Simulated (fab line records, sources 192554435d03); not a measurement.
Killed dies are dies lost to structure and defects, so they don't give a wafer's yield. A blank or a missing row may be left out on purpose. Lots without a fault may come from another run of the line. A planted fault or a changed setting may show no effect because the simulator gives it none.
fab line records | flow n5_finfet
record lots=7 wafers=21
route steps=1938 shown SDB@373 GATE_CUT@500 MOL_CONTACT_COAG@518 BEOL_M0_SAQP@681
start_h: hours from the record's first day to the start of the lot's first wafer shown | wait_h: hours since the lot's step before | " the same as in the row above | L1.1+2: a row that stands for several wafers | - no value, or no start given | * or withheld: withheld | < > ~ a bound
route shown NAME@n: a module of which the file shows steps, and the number in the route of the first | usual: mean/standard deviation of fault-free wafers | same: alike in all rows | chamber/n: place in a boat | sites: the reading at each site | _std_site: their standard deviation | _edge_site: outer sites' mean less inner sites' | radius_mm: how far each site lies from the wafer's centre | mask NAME#n: copy n | behind: the tool/chamber that last shaped the wafer | hold: why the lot was held/for how many hours/how that ended | device: the transistor (n, p or np) that didn't switch | end of line: the same wafers' tests at the end of the route | a step without rows: its recipe alone | killed: dies lost to structure and defects at the first sort, not the wafer's yield | map: a wafer's dies, x killed, . not, _ none there
set.NAME: the setting as run; set.NAME@STEP: as run at that earlier step | model.NAME: the simulator's own value behind a step, which no gauge read
lots whose settings were changed on purpose; a table a step, a row a wafer
## steps
# step N5_SDB_ALD_29
# recipe material=SiNx target_thk_a=300 temp_c=400 ald_precursor_family=SiH2I2 ald_co_reactant=N2/H2-plasma pulse_time_s=1 ald_cycles=600 purge_time_s=2 co_reactant_purge_time_s=2 pressure_torr=2
# columns lot.wafer tool chamber start_h wait_h set.ald_cycles model.SiNx_of_SDB_ALD_29.thk_nm
L077.1 ald_sin-01 2 84.32 0.0 600 30
L077.3+5 " 0 " " 573 28.8
L079.1 ald_sin-01 2 95.37 0.0 537 27
L079.2 " 0 " " 600 30
L079.4 " 0 96.72 1.4 600 29.8
L083.4 ald_sin-02 2 124.39 0.0 699 34.8
L083.5 " 1 125.74 1.4 600 30
L083.6 " 2 " " 600 29.8
L084.2 ald_sin-04 2 131.63 0.0 503 25.4
L084.3+5 " 0,2 " " 600 30
L086.2 ald_sin-02 2 141.60 0.0 600 30
L086.4+5 " 1,2 " " 695 34.8
L087.1+3+6 ald_sin-02 0,3,0 147.18 0.0 600 30
L094.1+6 ald_sin-02 1,2 186.93 0.4 600 30
L094.2 " 0 " " 600 30.2
# step N5_SDB_CMP_30
# recipe stop_on=poly-Si t_overpolish_s=1.54 post_cmp_clean=alkaline_brush down_force_psi=4.1491 platen_rpm=51.796 pad_velocity_m_s=1.0306 target_thk_nm=30
# columns lot.wafer tool chamber start_h wait_h set.ald_cycles@SDB_ALD_29 model.SiNx_of_SDB_ALD_29.thk_nm
L077.3+5 cmp-01 3,0 87.05 1.4 573 28.8
L077.1 " 0 " " 600 30
L079.2 cmp-03 0 98.10 1.4 600 30
L079.4 " 2 " " 600 29.8
L079.1 " 3 " " 537 27
L083.4 cmp-04 3 127.20 1.5 699 31
L083.6 " 1 " " 600 29.8
L083.5 " 2 " " 600 30
L084.3+5 cmp-03 3,0 134.36 1.4 600 30
L084.2 " 0 " " 503 25.4
L086.4 cmp-01 2 144.34 1.4 695 30.6
L086.2 " 3 " " 600 30
L086.5 " 2 " " 695 29.8
L087.1+3+6 cmp-03 1,2,0 149.99 1.5 600 30
L094.1+6 cmp-04 3,0 189.67 1.4 600 30
L094.2 " 2 " " 600 30.2
# step N5_GATE_CUT_CUT_ETCH_53
# recipe chemistry=SF6/Cl2 target=W mask_material=SiO2 target_depth_a=792 pressure_mtorr=8 icp_w=900 bias_w=80 SF6_flow_sccm=40 Cl2_flow_sccm=60 ends=cleared
# usual etch_rf_on_time_s=26.3/0.51
# columns lot.wafer tool chamber start_h wait_h set.icp_w etch_rf_on_time_s
L077.1 rie_metal-03 0 103.14 0.1 766.8 29.4
L077.3 " 0 " " 766.8 29.2
L077.5 " 0 " " 766.8 29.4
L079.1 rie_metal-02 0 112.26 0.1 900 26.8
L079.2 " 1 " " 900 26.7
L079.4 " 1 " " 994.1 24.4
L083.4 rie_metal-01 0 141.99 0.1 900 26.1
L083.5 " 0 " " 1010 23.6
L083.6 " 1 " " 900 26.8
L084.2 rie_metal-02 1 148.84 0.1 1029 23.5
L084.3 " 0 " " 1029 23.9
L084.5 " 1 " " 1029 23.7
L086.2 rie_metal-01 0 158.76 0.1 900 25.9
L086.4 " 1 " " 900 26.5
L086.5 " 0 " " 900 26.0
L087.1 rie_metal-01 1 164.24 0.1 900 26.6
L087.3 " 1 " " 806 29.2
L087.6 " 1 " " 806 29.1
L094.1 rie_metal-02 1 204.06 0.1 900 26.8
L094.2 " 0 " " 900 26.7
L094.6 " 0 " " 900 26.8
# step N5_MOL_CONTACT_COAG_COAT_104
# recipe resist=SiARC temp_c=220 time_s=60 spin_rpm=1500 resist_thk_nm=12
# columns lot.wafer tool chamber start_h wait_h set.spin_rpm model.SiARC_of_MOL_CONTACT_COAG_COAT_104.thk_nm
L077.1 litho_track-02 0 - - 1342 12.6
L077.3 " 0 " " 1500 12
L077.5 " 0 " " 1342 12.8
L079.1+2+4 litho_track-04 0 - - 1500 12
L083.4+5 litho_track-03 0 - - 1500 12
L083.6 " 0 " " 1578 11.8
L084.2 litho_track-04 0 - - 1591 11.6
L084.3+5 " 0 " " 1500 12
L086.2+4 litho_track-04 0 - - 1388 12.4
L086.5 " 0 " " 1388 12.6
L087.1+3+6 litho_track-04 0 - - 1500 12
L094.1+2+6 litho_track-02 0 - - 1500 12
# step N5_MOL_CONTACT_COAG_EXPOSE_05
# recipe mask_id=CA na=0.33 source_shape=annular sigma_inner=0.4 sigma_outer=0.8 polarization=unpolarized defocus_nm=0 dose_mj=38.25
# columns lot.wafer tool chamber start_h wait_h mask set.dose_mj
L077.1+3+5 euv_scanner-01 0 106.40 - CA#0 38.25
L079.1 euv_scanner-01 0 115.65 - CA#0 35.66
L079.2+4 " 0 " " CA#0 38.25
L083.4 euv_scanner-01 0 145.19 - CA#0 40.9
L083.5+6 " 0 " " CA#0 38.25
L084.2+5 euv_scanner-02 0 152.20 - CA#0 35.62
L084.3 " 0 " " CA#0 38.25
L086.2+5 euv_scanner-02 0 161.90 - CA#0 37.1
L086.4 " 0 " " CA#0 38.25
L087.1+3+6 euv_scanner-01 0 167.52 - CA#0 38.25
L094.1+2+6 euv_scanner-01 0 207.29 - CA#0 38.25
# step N5_MOL_CONTACT_COAG_PEB_06
# recipe peb_temp_c=100 peb_time_s=60 resist=CAR-EUV
# step N5_MOL_CONTACT_COAG_DEVELOP_07
# recipe develop_time_s=30 developer=TMAH resist=CAR-EUV rinse_liquid=surfactant_rinse dry=air_spin dev_temp_c=23
# step N5_MOL_CONTACT_COAG_CD_MEAS_08
# recipe target_cd_nm=28 landing_energy_ev=500 detector=se_inlens polarity=opening
# usual cd_nm=27.96/0.25
# columns lot.wafer tool chamber start_h wait_h set.dose_mj@MOL_CONTACT_COAG_EXPOSE_05 cd_nm
L077.1 cd_sem-01 0 106.53 - 38.25 27.49
L077.3 " 0 " " 38.25 28.14
L077.5 " 0 " " 38.25 28.11
L079.1 cd_sem-02 0 115.78 - 35.66 26.54
L079.2 " 0 " " 38.25 28.04
L079.4 " 0 " " 38.25 27.88
L083.4 cd_sem-02 0 145.31 - 40.9 29.56
L083.5 " 0 " " 38.25 27.96
L083.6 " 0 " " 38.25 28.13
L084.2 cd_sem-01 0 152.33 - 35.62 26.44
L084.3 " 0 " " 38.25 28.12
L084.5 " 0 " " 35.62 26.31
L086.2 cd_sem-01 0 162.03 - 37.1 27.40
L086.4 " 0 " " 38.25 28.24
L086.5 " 0 " " 37.1 27.43
L087.1 cd_sem-01 0 167.65 - 38.25 28.29
L087.3 " 0 " " 38.25 27.48
L087.6 " 0 " " 38.25 28.04
L094.1 cd_sem-03 0 207.42 - 38.25 27.57
L094.2 " 0 " " 38.25 27.96
L094.6 " 0 " " 38.25 27.79
# step N5_MOL_CONTACT_COAG_DESCUM_13
# recipe chemistry=O2 time_s=7 source_power_w=50 bias_power_w=20 pressure_mtorr=20 rf_frequency_hz=2.712e+07 temp_c=40 resist=CAR-EUV o2_flow_sccm=225
# step N5_MOL_CONTACT_COAG_ETCH_59
# recipe chemistry=N2/H2 target=underlayer target_depth_a=130 mask_material=CAR-EUV time_s=10.4 ion_energy_ev=200 pressure_mtorr=30 source_w=840 bias_w=150 n2_flow_sccm=200 h2_flow_sccm=200 ends=cleared
# columns lot.wafer tool chamber start_h wait_h set.dose_mj@MOL_CONTACT_COAG_EXPOSE_05 model.MOL_CONTACT_COAG.cd_offset_nm
L077.1 rie_diel-06 3 106.69 0.0 38.25 0
L077.3+5 " 2 " " 38.25 -0.4
L079.1 rie_diel-03 0 116.33 0.0 35.66 -1.2
L079.2 " 1 " " 38.25 0
L079.4 " 3 " " 38.25 0.2
L083.4 rie_diel-06 0 145.47 0.0 40.9 1.2
L083.5+6 " 1,2 " " 38.25 0
L084.2 rie_diel-06 3 152.68 0.0 35.62 -1.4
L084.3 " 2 " " 38.25 -0.2
L084.5 " 3 " " 35.62 -1.6
L086.2+5 rie_diel-06 1,0 162.18 0.0 37.1 -0.8
L086.4 " 2 " " 38.25 0
L087.1 rie_diel-06 3 167.93 0.0 38.25 0.4
L087.3 " 1 " " 38.25 0
L087.6 " 2 " " 38.25 0.2
L094.1 rie_diel-06 1 207.88 0.0 38.25 -0.4
L094.2 " 2 " " 38.25 0
L094.6 " 3 " " 38.25 0.2
# step N5_MOL_CONTACT_COAG_ETCH_105
# recipe chemistry=CF4 target=SiARC target_depth_a=156 mask_material=CAR-EUV time_s=26 ion_energy_ev=80 pressure_mtorr=40 source_w=545 bias_w=36 Ar_flow_sccm=100 cf4_flow_sccm=100 ends=cleared
# columns lot.wafer tool chamber start_h wait_h set.spin_rpm@MOL_CONTACT_COAG_COAT_104 set.dose_mj@MOL_CONTACT_COAG_EXPOSE_05 model.MOL_CONTACT_COAG.cd_offset_nm model.etch.depth_nm
L077.1 rie_diel-06 3 106.71 0.0 1342 38.25 0 12.7
L077.3 " 2 " " 1500 38.25 -0.2 12.01
L077.5 " 2 " " 1342 38.25 -0.2 12.73
L079.1 rie_diel-03 0 116.35 0.0 1500 35.66 -1.4 12.06
L079.2 " 1 " " 1500 38.25 0 12.07
L079.4 " 3 " " 1500 38.25 0 12.01
L083.4 rie_diel-06 0 145.49 0.0 1500 40.9 1.2 12
L083.5 " 1 " " 1500 38.25 0 12
L083.6 " 2 " " 1578 38.25 0 11.71
L084.2 rie_diel-06 3 152.69 0.0 1591 35.62 -1.4 11.69
L084.3 " 2 " " 1500 38.25 0 12.01
L084.5 " 3 " " 1500 35.62 -1.4 12.03
L086.2 rie_diel-06 1 162.20 0.0 1388 37.1 -0.8 12.48
L086.4 " 2 " " 1388 38.25 0.2 12.45
L086.5 " 0 " " 1388 37.1 -0.6 12.52
L087.1 rie_diel-06 3 167.95 0.0 1500 38.25 0.2 12.04
L087.3 " 1 " " 1500 38.25 0 12.08
L087.6 " 2 " " 1500 38.25 0.4 12.02
L094.1 rie_diel-06 1 207.90 0.0 1500 38.25 -0.2 12.01
L094.2 " 2 " " 1500 38.25 0 11.99
L094.6 " 3 " " 1500 38.25 0.2 11.96
# step N5_MOL_CONTACT_COAG_ETCH_106
# recipe chemistry=N2/H2 target=SOC target_depth_a=800 overetch_a=160 mask_material=SiARC temp_c=40 time_s=120 ion_energy_ev=200 pressure_mtorr=30 source_w=840 bias_w=150 n2_flow_sccm=200 h2_flow_sccm=200
# columns lot.wafer tool chamber start_h wait_h set.dose_mj@MOL_CONTACT_COAG_EXPOSE_05 model.MOL_CONTACT_COAG.cd_offset_nm
L077.1 rie_diel-06 3 106.74 0.0 38.25 0.2
L077.3+5 " 2 " " 38.25 -0.4
L079.1 rie_diel-03 0 116.38 0.0 35.66 -1.6
L079.2 " 1 " " 38.25 0
L079.4 " 3 " " 38.25 -0.4
L083.4 rie_diel-06 0 145.52 0.0 40.9 1.2
L083.5 " 1 " " 38.25 0.2
L083.6 " 2 " " 38.25 0
L084.2+5 rie_diel-06 3 152.72 0.0 35.62 -1.2
L084.3 " 2 " " 38.25 0
L086.2+5 rie_diel-06 1,0 162.23 0.0 37.1 -0.6
L086.4 " 2 " " 38.25 0
L087.1 rie_diel-06 3 167.97 0.0 38.25 0.4
L087.3+6 " 1,2 " " 38.25 0.2
L094.1+2 rie_diel-06 1,2 207.92 0.0 38.25 0
L094.6 " 3 " " 38.25 0.4
# step N5_MOL_CONTACT_COAG_STRIP_107
# recipe chemistry=N2/H2 temp_c=40 n2_flow_sccm=200 h2_flow_sccm=200 rf_frequency_hz=6e+07
# step N5_MOL_CONTACT_COAG_STRIP_108
# recipe chemistry=N2/H2 temp_c=40 n2_flow_sccm=200 h2_flow_sccm=200 rf_frequency_hz=6e+07
# step N5_MOL_CONTACT_COAG_CONTACT_ETCH_14
# recipe chemistry=C4F6/O2 target=SiO2 target_depth_a=275 overetch_a=85 mask_material=SOC pressure_mtorr=30 source_w=370 bias_w=185 Ar_flow_sccm=300 C4F6_flow_sccm=16 O2_flow_sccm=10 time_s=20 ion_energy_ev=259.6
# columns lot.wafer tool chamber start_h wait_h set.dose_mj@MOL_CONTACT_COAG_EXPOSE_05 model.MOL_CONTACT_COAG.cd_offset_nm
L077.1 rie_diel-06 3 106.84 0.0 38.25 0.2
L077.3 " 2 " " 38.25 -0.4
L077.5 " 2 " " 38.25 -0.2
L079.1 rie_diel-03 0 116.48 0.0 35.66 -1.6
L079.2 " 1 " " 38.25 0
L079.4 " 3 " " 38.25 -0.4
L083.4 rie_diel-06 0 145.62 0.0 40.9 1.4
L083.5 " 1 " " 38.25 0.4
L083.6 " 2 " " 38.25 0
L084.2+5 rie_diel-06 3 152.82 0.0 35.62 -1.2
L084.3 " 2 " " 38.25 -0.2
L086.2 rie_diel-06 1 162.33 0.0 37.1 -0.6
L086.4 " 2 " " 38.25 0
L086.5 " 0 " " 37.1 -0.4
L087.1 rie_diel-06 3 168.07 0.0 38.25 0.4
L087.3 " 1 " " 38.25 0.2
L087.6 " 2 " " 38.25 0
L094.1+2 rie_diel-06 1,2 208.03 0.0 38.25 0
L094.6 " 3 " " 38.25 0.6
# step N5_MOL_CONTACT_COAG_STRIP_109
# recipe chemistry=C4F6/O2 resist=SiARC rf_frequency_hz=6e+07
# step N5_MOL_CONTACT_COAG_ETCH_15
# recipe chemistry=CH3F/O2 target=SiNx target_depth_a=70 mask_material=SOC stop_on=Si:P over_etch_frac=0.75 ion_energy_ev=120 pressure_mtorr=30 source_w=395 bias_w=73 Ar_flow_sccm=150 CH3F_flow_sccm=30 O2_flow_sccm=20
# columns lot.wafer tool chamber start_h wait_h set.dose_mj@MOL_CONTACT_COAG_EXPOSE_05 model.MOL_CONTACT_COAG.cd_offset_nm
L077.1 rie_diel-06 3 106.87 0.0 38.25 0.2
L077.3 " 2 " " 38.25 -0.4
L077.5 " 2 " " 38.25 -0.2
L079.1 rie_diel-03 0 116.51 0.0 35.66 -1.4
L079.2 " 1 " " 38.25 -0.2
L079.4 " 3 " " 38.25 -0.4
L083.4 rie_diel-06 0 145.65 0.0 40.9 1.2
L083.5 " 1 " " 38.25 0.4
L083.6 " 2 " " 38.25 0
L084.2+5 rie_diel-06 3 152.86 0.0 35.62 -1.2
L084.3 " 2 " " 38.25 0
L086.2 rie_diel-06 1 162.37 0.0 37.1 -0.6
L086.4 " 2 " " 38.25 0
L086.5 " 0 " " 37.1 -0.4
L087.1 rie_diel-06 3 168.11 0.0 38.25 0.4
L087.3+6 " 1,2 " " 38.25 0.2
L094.1+2 rie_diel-06 1,2 208.06 0.0 38.25 0
L094.6 " 3 " " 38.25 0.6
# step N5_MOL_CONTACT_COAG_EXPOSE_37
# recipe mask_id=VD na=0.33 source_shape=annular sigma_inner=0.3 sigma_outer=0.7 polarization=unpolarized defocus_nm=0 dose_mj=62
# columns lot.wafer tool chamber start_h wait_h mask set.dose_mj
L077.1 euv_scanner-01 0 118.75 - VD#0 62
L077.3+5 " 0 " " VD#0 59.75
L079.1+2+4 euv_scanner-01 0 125.77 - VD#0 62
L083.4+6 euv_scanner-02 0 156.82 - VD#0 62
L083.5 " 0 " " VD#0 59.6
L084.2 euv_scanner-01 0 164.26 - VD#0 63.26
L084.3+5 " 0 " " VD#0 62
L086.2 euv_scanner-01 0 173.27 - VD#0 59.77
L086.4+5 " 0 " " VD#0 62
L087.1 euv_scanner-01 0 180.35 - VD#0 62
L087.3+6 " 0 " " VD#0 59
L094.1+2+6 euv_scanner-02 0 218.95 - VD#0 62
# step N5_MOL_CONTACT_COAG_PEB_38
# recipe peb_temp_c=100 peb_time_s=60 resist=CAR-EUV
# step N5_MOL_CONTACT_COAG_DEVELOP_39
# recipe develop_time_s=30 developer=TMAH resist=CAR-EUV rinse_liquid=surfactant_rinse dry=air_spin dev_temp_c=23
# step N5_MOL_CONTACT_COAG_CD_MEAS_40
# recipe target_cd_nm=25.1 landing_energy_ev=500 detector=se_inlens polarity=opening
# usual cd_nm=25.07/0.26
# columns lot.wafer tool chamber start_h wait_h set.dose_mj@MOL_CONTACT_COAG_EXPOSE_37 cd_nm
L077.1 cd_sem-02 0 118.89 - 62 25.92
L077.3 " 0 " " 59.75 24.53
L077.5 " 0 " " 59.75 24.54
L079.1 cd_sem-02 0 125.92 - 62 24.91
L079.2 " 0 " " 62 25.13
L079.4 " 0 " " 62 25.17
L083.4 cd_sem-02 0 156.94 - 62 24.77
L083.5 " 0 " " 59.6 24.43
L083.6 " 0 " " 62 24.97
L084.2 cd_sem-02 0 164.39 - 63.26 25.87
L084.3 " 0 " " 62 25.14
L084.5 " 0 " " 62 25.54
L086.2 cd_sem-01 0 173.40 - 59.77 24.20
L086.4 " 0 " " 62 25.45
L086.5 " 0 " " 62 25.17
L087.1 cd_sem-01 0 180.49 - 62 25.13
L087.3 " 0 " " 59 23.73
L087.6 " 0 " " 59 24.31
L094.1 cd_sem-03 0 219.10 - 62 25.33
L094.2 " 0 " " 62 25.26
L094.6 " 0 " " 62 25.06
# step N5_BEOL_M0_SAQP_COAT_72
# recipe resist=SiARC temp_c=220 time_s=60 spin_rpm=1500 resist_thk_nm=15
# columns lot.wafer tool chamber start_h wait_h set.spin_rpm model.SiARC_of_BEOL_M0_SAQP_COAT_72.thk_nm
L077.1+5 litho_track-03 0 - - 1451 15.2
L077.3 " 0 " " 1500 15
L079.1 litho_track-01 0 - - 1500 15
L079.2+4 " 0 " " 1551 14.8
L083.4+5+6 litho_track-01 0 - - 1500 15
L084.2 litho_track-05 0 - - 1400 15.6
L084.3+5 " 0 " " 1500 15
L086.2 litho_track-05 0 - - 1500 15
L086.4+5 " 0 " " 1349 15.8
L087.1+3+6 litho_track-03 0 - - 1347 15.8
L094.1+2+6 litho_track-01 0 - - 1500 15
# step N5_BEOL_M0_SAQP_COAT_87
# recipe resist=underlayer temp_c=205 time_s=60 spin_rpm=1500 resist_thk_nm=5
# step N5_BEOL_M0_SAQP_COAT_34
# recipe resist=CAR-EUV spin_rpm=1500 resist_thk_nm=30
# step N5_BEOL_M0_SAQP_DESCUM_45
# recipe chemistry=O2 time_s=7 source_power_w=50 bias_power_w=20 pressure_mtorr=20 rf_frequency_hz=2.712e+07 temp_c=40 resist=CAR-EUV o2_flow_sccm=225
# step N5_BEOL_M0_SAQP_ETCH_88
# recipe chemistry=N2/H2 target=underlayer target_depth_a=65 time_s=5.2 ion_energy_ev=200 mask_material=CAR-EUV pressure_mtorr=30 source_w=840 bias_w=150 n2_flow_sccm=200 h2_flow_sccm=200 ends=cleared
# step N5_BEOL_M0_SAQP_ETCH_73
# recipe chemistry=CF4 target=SiARC target_depth_a=195 mask_material=CAR-EUV time_s=32.5 ion_energy_ev=80 pressure_mtorr=40 source_w=545 bias_w=36 Ar_flow_sccm=100 cf4_flow_sccm=100 ends=cleared
# columns lot.wafer tool chamber start_h wait_h set.spin_rpm@BEOL_M0_SAQP_COAT_72 model.etch.depth_nm
L077.1 rie_diel-02 2 132.95 0.0 1451 15.23
L077.3 " 3 " " 1500 14.96
L077.5 " 0 " " 1451 15.21
L079.1 rie_diel-05 0 140.25 0.0 1500 15.01
L079.2 " 1 " " 1551 14.76
L079.4 " 3 " " 1551 14.7
L083.4 rie_diel-05 3 169.12 0.0 1500 14.96
L083.5 " 2 " " 1500 14.98
L083.6 " 1 " " 1500 14.94
L084.2 rie_diel-01 0 175.95 0.0 1400 15.51
L084.3 " 3 " " 1500 15.06
L084.5 " 1 " " 1500 15.01
L086.2 rie_diel-05 1 187.68 0.0 1500 15.05
L086.4 " 2 " " 1349 15.84
L086.5 " 1 " " 1349 15.83
L087.1 rie_diel-05 0 193.88 0.0 1347 15.79
L087.3 " 3 " " 1347 15.75
L087.6 " 3 " " 1347 15.78
L094.1 rie_diel-05 1 230.76 0.0 1500 15.02
L094.2 " 0 " " 1500 15.03
L094.6 " 0 " " 1500 14.98
## key
split step=N5_SDB_ALD_29 setting=ald_cycles stated=600 by=wafer
response step=N5_SDB_ALD_29 reading=model.SiNx_of_SDB_ALD_29.thk_nm change=+0.292 per=1% r=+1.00
response step=N5_SDB_CMP_30 reading=model.SiNx_of_SDB_ALD_29.thk_nm shape=bent at_lowest=25.4 at_stated=29.99 at_highest=31
split step=N5_GATE_CUT_CUT_ETCH_53 setting=icp_w stated=900 by=wafer
response step=N5_GATE_CUT_CUT_ETCH_53 reading=etch_rf_on_time_s change=* per=1% r=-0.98
split step=N5_MOL_CONTACT_COAG_COAT_104 setting=spin_rpm stated=1500 by=wafer
response step=N5_MOL_CONTACT_COAG_COAT_104 reading=model.SiARC_of_MOL_CONTACT_COAG_COAT_104.thk_nm change=-0.062 per=1% r=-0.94
response step=N5_MOL_CONTACT_COAG_ETCH_105 reading=model.etch.depth_nm change=-0.0623 per=1% r=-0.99
split step=N5_MOL_CONTACT_COAG_EXPOSE_05 setting=dose_mj stated=38.25 by=wafer
response step=N5_MOL_CONTACT_COAG_CD_MEAS_08 reading=cd_nm change=+0.231 per=1% r=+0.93
response step=N5_MOL_CONTACT_COAG_ETCH_59 reading=model.MOL_CONTACT_COAG.cd_offset_nm change=+0.19 per=1% r=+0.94
response step=N5_MOL_CONTACT_COAG_ETCH_105 reading=model.MOL_CONTACT_COAG.cd_offset_nm change=+0.201 per=1% r=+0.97
response step=N5_MOL_CONTACT_COAG_ETCH_106 reading=model.MOL_CONTACT_COAG.cd_offset_nm change=+0.181 per=1% r=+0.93
response step=N5_MOL_CONTACT_COAG_CONTACT_ETCH_14 reading=model.MOL_CONTACT_COAG.cd_offset_nm change=+0.174 per=1% r=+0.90
response step=N5_MOL_CONTACT_COAG_ETCH_15 reading=model.MOL_CONTACT_COAG.cd_offset_nm change=+0.161 per=1% r=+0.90
split step=N5_MOL_CONTACT_COAG_EXPOSE_37 setting=dose_mj stated=62 by=wafer
response step=N5_MOL_CONTACT_COAG_CD_MEAS_40 reading=cd_nm change=+0.25 per=1% r=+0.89
split step=N5_BEOL_M0_SAQP_COAT_72 setting=spin_rpm stated=1500 by=wafer
response step=N5_BEOL_M0_SAQP_COAT_72 reading=model.SiARC_of_BEOL_M0_SAQP_COAT_72.thk_nm change=-0.0797 per=1% r=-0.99
response step=N5_BEOL_M0_SAQP_ETCH_73 reading=model.etch.depth_nm change=-0.0769 per=1% r=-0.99
